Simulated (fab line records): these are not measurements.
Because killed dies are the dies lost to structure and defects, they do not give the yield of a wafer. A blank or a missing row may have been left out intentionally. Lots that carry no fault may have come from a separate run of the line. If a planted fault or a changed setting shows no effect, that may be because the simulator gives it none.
What tool caused it?	flow nand_harc	12 lots, 36 wafers sampled, at 5 steps of a route of 1159

WHAT THE GAUGES SHOWED, per wafer
NHARC_A_STAIRCASE_INSPECT_155.
lot	measured	on	raw_defect_count
L598	day 13 15:16	defect_inspect-01	612 658 538
L599	day 13 15:28	defect_inspect-01	526 400 646
L600	day 14 04:23	defect_inspect-01	304 338 269
L604	day 15 05:07	defect_inspect-01	288 254 253
L607	day 16 03:01	defect_inspect-01	256 277 262
L608	day 16 09:13	defect_inspect-02	160 230 317
L612	day 16 19:31	defect_inspect-01	192 210 272
L609	day 16 19:44	defect_inspect-01	373 827 415
L616	day 18 12:59	defect_inspect-01	479 396 338
L615	day 18 13:19	defect_inspect-02	205 293 292
L621	day 19 04:11	defect_inspect-02	357 425 301
L620	day 19 06:09	defect_inspect-01	220 230 277

NHARC_END_SORT_01.
lot	measured	on	killed_at_array	killed_at_other	killed_at_periphery	killed_dies	killed_open	killed_short
L608	day 22 07:11	prober-01	149 12 231	3 4 0	4 5 6	156 21 237	2 3 7	2 3 2

WHAT TOOL EACH LOT RAN ON (gives the tool, then ch and the chambers of the sampled wafers, and finally the start)
lot	NHARC_A_SGD_CUT_STRIP_17	NHARC_A_SGD_CUT_ETCHBACK_24	NHARC_A_SGD_CUT_STRIP_28
L598	rie_diel-04 ch 0,2,3, day 13 22:25 or earlier	rie_diel-04 ch 0,1,2, day 13 22:25	rie_diel-04 ch 0,2,3, no start
L599	rie_diel-07 ch 0,1,3, day 13 22:25 or earlier	rie_diel-13 ch 0,1,2, day 13 22:25	rie_diel-13 ch 1,2,3, no start
L600	rie_diel-04 ch 0,2,3, day 14 12:03 or earlier	rie_diel-07 ch 0,1,3, day 14 12:03	rie_diel-07 ch 0,1,2, no start
L604	rie_diel-07 ch 1,2,3, day 15 12:13 or earlier	rie_diel-07 ch 0,1,3, day 15 12:13	rie_diel-07 ch 1,2,3, no start
L607	rie_diel-04 ch 0,1,3, day 16 12:50 or earlier	rie_diel-13 ch 0,2,3, day 16 12:50	rie_diel-13 ch 1,2,3, no start
L608	rie_diel-13 ch 1,3, day 16 16:24 or earlier	rie_diel-07 ch 0,1, day 16 16:24	rie_diel-07 ch 0,1,3, day 16 16:34
L612	rie_diel-13 ch 0,1,3, day 17 04:14 or earlier	rie_diel-04 ch 0,1, day 17 04:14	rie_diel-04 ch 0,2, no start
L609	rie_diel-04 ch 0,1, day 17 04:14 or earlier	rie_diel-13 ch 0,1, day 17 04:14	rie_diel-13 ch 0,1,2, day 17 04:23
L616	rie_diel-07 ch 0,1,3, day 18 19:59 or earlier	rie_diel-13 ch 1,2,3, day 18 19:59	rie_diel-13 ch 1,3, no start
L615	rie_diel-13 ch 0,1, day 18 20:08 or earlier	rie_diel-04 ch 2,3, day 18 20:08	rie_diel-04 ch 0,3, no start
L621	rie_diel-04 ch 0,2,3, day 19 11:05 or earlier	rie_diel-04 ch 0,1,3, day 19 11:05	rie_diel-04 ch 0,2,3, no start
L620	rie_diel-04 ch 0,1,3, day 19 11:05 or earlier	rie_diel-13 ch 0,1,3, day 19 11:05	rie_diel-13 ch 0,1,2, no start
- NHARC_A_SGD_CUT_STRIP_17: strips in O2.
- NHARC_A_SGD_CUT_ETCHBACK_24: etches the open film in CH3F/O2, target depth 50 nm, time 92.857 s.
- NHARC_A_SGD_CUT_STRIP_28: strips in O2, time 20 s.

WHAT THE TOOLS THEMSELVES READ (means of the sampled wafers that have a number; where no wafer has one, the mark that the record gives instead)
NHARC_A_SGD_CUT_STRIP_17.
lot	tool	drypump_motor_current_A (A)	oes_product_au (a.u.)	rf_vpp_V (V)	showerhead_plenum_p_Torr (Torr)	throttle_valve_pct (%)
L598	rie_diel-04	5.8	0.994	57.6	3.49	17.033
L599	rie_diel-07	5.3	1.004	57.3	3.53	17.036
L600	rie_diel-04	5.8	1.000	58.5	3.49	17.035
L604	rie_diel-07	5.6	1.001	58.2	3.59	17.039
L607	rie_diel-04	5.5	1.005	57.9	3.46	17.038
L608	rie_diel-13	5.9	1.001	58.3	3.59	17.041
L612	rie_diel-13	5.8	0.998	57.9	3.59	17.048
L609	rie_diel-04	5.1	0.995	58.7	3.54	17.045
L616	rie_diel-07	5.3	1.002	57.4	3.52	17.043
L615	rie_diel-13	5.7	1.006	58.4	3.58	17.037
L621	rie_diel-04	5.8	0.990	57.8	3.48	17.047
L620	rie_diel-04	5.4	0.993	57.3	3.45	17.037

NHARC_A_SGD_CUT_ETCHBACK_24.
lot	tool	drypump_motor_current_A (A)	oes_product_au (a.u.)	rf_vpp_V (V)	run_length_s (s)	showerhead_plenum_p_Torr (Torr)	throttle_valve_pct (%)
L598	rie_diel-04	5.4	0.93	244.7	114.4	2.49	20.668
L599	rie_diel-13	5.6	0.95	244.3	114.1	2.45	20.671
L600	rie_diel-07	5.2	1.00	244.4	113.7	2.46	20.663
L604	rie_diel-07	5.2	0.93	244.2	113.9	2.46	20.666
L607	rie_diel-13	5.6	1.01	245.1	114.5	2.45	20.652
L608	rie_diel-07	5.2	1.00	243.6	100.6	2.40	20.666
L612	rie_diel-04	5.2	1.00	244.4	114.4	2.47	20.661
L609	rie_diel-13	5.7	1.00	244.9	113.6	2.50	20.663
L616	rie_diel-13	5.7	1.01	243.6	114.1	2.45	20.661
L615	rie_diel-04	6.0	1.00	242.4	113.8	2.37	20.657
L621	rie_diel-04	5.4	0.92	244.0	114.4	2.40	20.664
L620	rie_diel-13	5.8	0.99	243.8	113.9	2.50	20.658

NHARC_A_SGD_CUT_STRIP_28.
lot	tool	drypump_motor_current_A (A)	oes_product_au (a.u.)	rf_vpp_V (V)	showerhead_plenum_p_Torr (Torr)	throttle_valve_pct (%)
L598	rie_diel-04	5.8	1.001	58.2	3.49	17.032
L599	rie_diel-13	5.7	0.996	57.6	3.52	17.035
L600	rie_diel-07	5.5	0.996	58.7	3.51	17.043
L604	rie_diel-07	5.6	1.003	58.0	3.59	17.043
L607	rie_diel-13	5.7	0.998	58.2	3.52	17.032
L608	rie_diel-07	5.2	1.007	57.1	3.52	17.036
L612	rie_diel-04	5.8	1.001	57.9	3.60	17.033
L609	rie_diel-13	5.5	0.999	57.1	3.51	17.029
L616	rie_diel-13	5.9	1.005	58.2	3.59	17.032
L615	rie_diel-04	5.5	0.996	57.4	3.45	17.031
L621	rie_diel-04	5.8	0.988	57.8	3.48	17.034
L620	rie_diel-13	5.5	1.000	57.9	3.51	17.035

THE ANSWER, worked out from the rows above alone
Rule: what is usual is taken from the lots themselves. The widest of any qualifying gaps counts: lots, ordered by their means at a reading, are off when they make up no more than a third of the lots, leave a main group of 4 or more, and stand apart from it by 3 or more times the standard deviation of that group's means. A main group whose means are all the same, to the digits that the tables above print for the reading, isn't used. A lot without any number at a reading at which 4 lots or more have one is off too. Where the step has rows for the other lots, those lots are counted as sound. First the gauges in route order, then the tools' own readings, where a lot's mean is used as printed above. At the first step where some lot is off, the reading lying furthest off is the one used; lots without a number count as furthest.
Off: L608 (NHARC_A_SGD_CUT_ETCHBACK_24, run_length_s). Main group: mean 114.1 s, sd 0.3.
If a tool, at that step or one of the process steps before it, ran each lot that is off and ran no sound lot following the first of them, it fits. With no start given for some of its lots, NHARC_A_SGD_CUT_STRIP_17 uses the hours and lot order of NHARC_A_SGD_CUT_ETCHBACK_24. One fits: rie_diel-07 at NHARC_A_SGD_CUT_ETCHBACK_24. Its last sound lot is L604 (day 15 12:13), its first lot that is off L608 (day 16 16:24): a fault that began between those two fits.
On the lots that are off, the tool's own readings at NHARC_A_SGD_CUT_ETCHBACK_24 differ by more than 5 times the standard deviation of the sound lots' means, which bears it out; run_length_s reads 100.6 s there versus 114.1 s on the sound lots.

WHAT THE SIMULATOR PUT IN
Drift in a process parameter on rie_diel-07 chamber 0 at NHARC_A_SGD_CUT_ETCHBACK_24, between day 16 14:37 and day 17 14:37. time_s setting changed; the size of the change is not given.
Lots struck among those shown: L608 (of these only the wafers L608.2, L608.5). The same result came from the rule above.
